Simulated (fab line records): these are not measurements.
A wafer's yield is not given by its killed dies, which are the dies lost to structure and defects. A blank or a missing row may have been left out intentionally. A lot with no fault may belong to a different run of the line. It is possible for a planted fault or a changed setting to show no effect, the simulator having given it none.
Chamber matching | flow n5_finfet | N5_GATE_CUT_STRIP_59 on rie_diel-04: 3 sister chambers
The step strips in N2/H2, time 20 s. 6 wafers are shown with their chamber, then 8 later ones without.

## WAFERS WITH THEIR CHAMBER
wafer  | chamber | drypump_motor_current_A (A) | throttle_valve_pct (%)
L083.5 | 2       | 5.2                         | 11.9
L088.1 | 3       | 5.9                         | 12.6
L088.2 | 1       | 5.4                         | 12.3
L088.3 | 2       | 5.3                         | 12.0
L089.2 | 3       | 5.9                         | 12.6
L089.4 | 1       | 5.4                         | 12.3

## WAFERS WHOSE CHAMBER IS MISSING
wafer  | drypump_motor_current_A (A) | throttle_valve_pct (%)
L090.2 | 5.4                         | 12.3
L090.6 | 5.9                         | 12.6
L096.1 | 5.9                         | 12.6
L096.3 | 5.4                         | 12.3
L096.4 | 5.2                         | 12.0
L097.2 | 5.4                         | 12.4
L097.4 | 5.3                         | 12.0
L097.5 | 5.9                         | 12.6

## THE CHAMBER EACH PASSED THROUGH
wafer  | from the rows above | in truth
L090.2 | 1                   | 1
L090.6 | 3                   | 3
L096.1 | 3                   | 3
L096.3 | 1                   | 1
L096.4 | 2                   | 2
L097.2 | 1                   | 1
L097.4 | 2                   | 2
L097.5 | 3                   | 3
8 of 8 placed correctly. Not placeable from these rows: 0. 0 placed wrongly.
How it was worked out, from the rows above alone: a wafer's distance from a chamber is the root of the sum, over the readings, of the square of ((its reading less the chamber's mean) divided by the reading's scatter). The wafer belongs to the nearest chamber; if the next one is less than 2 further off, it can't be placed. Each chamber's mean is taken over the wafers shown for it. The scatter: the root of (the sum of the squares of (reading less its chamber's mean) over the shown wafers, divided by (wafers less chambers)).
